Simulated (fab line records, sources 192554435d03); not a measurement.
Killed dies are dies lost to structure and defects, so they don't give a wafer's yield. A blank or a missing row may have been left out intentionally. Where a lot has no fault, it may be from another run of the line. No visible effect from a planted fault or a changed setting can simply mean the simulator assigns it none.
Chamber matching	flow n5-finfet	cvd-co-02 running N5_BEOL_M1_PRE_CLEAN_60: 3 sister chambers
The step time 15 s. 22 wafers are shown with their chamber, then 11 later ones without.

== WAFERS PAIRED WITH THEIR CHAMBERS ==
wafer	chamber	heater-power-w (W)
L076.1	0	100
L076.2	2	80
L076.3	1	78
L076.4	0	98
L076.5	1	75
L076.6	2	79
L077.2	0	99
L077.3	2	81
L077.4	1	76
L080.1	2	78
L080.3	0	100
L080.4	2	80
L081.1	0	99
L081.4	1	74
L081.6	2	80
L082.1	2	81
L082.3	0	100
L082.6	1	76
L083.1	1	77
L083.2	0	100
L083.3	2	81
L083.4	2	80

SIGNATURES (means of the wafers above)
reading	chamber 0	chamber 1	chamber 2	scatter within a chamber
heater-power-w	99.43	76.00	80.00	1.07
Rule: for each reading, subtract the chamber's mean from the wafer's reading, divide by that reading's scatter and square the result; add these up over the readings and take the root, which gives the wafer's distance from the chamber. If the next closest chamber is less than 2 further off than the closest, the wafer can't be placed; otherwise it belongs to the closest. The scatter is the square root of a quotient: the sum, over the shown wafers, of each reading's squared deviation from its chamber's mean, divided by wafers minus chambers.

== WAFERS MISSING THEIR CHAMBER ==
wafer	heater-power-w (W)
L083.5	76
L083.6	100
L087.1	100
L087.4	75
L087.5	98
L093.1	100
L093.3	80
L093.5	79
L096.3	79
L096.4	77
L096.5	97

== WHICH CHAMBER EACH WENT THROUGH ==
wafer	from the rows above	in truth
L083.5	1	1
L083.6	0	0
L087.1	0	0
L087.4	1	1
L087.5	0	0
L093.1	0	0
L093.3	2	2
L093.5	can't be placed: 2 or 1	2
L096.3	can't be placed: 2 or 1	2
L096.4	can't be placed: 1 or 2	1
L096.5	0	0
8 of 11 placed correctly. Not placeable from these rows: 3 (in 3, the candidates include the true chamber). Wrongly placed: 0.
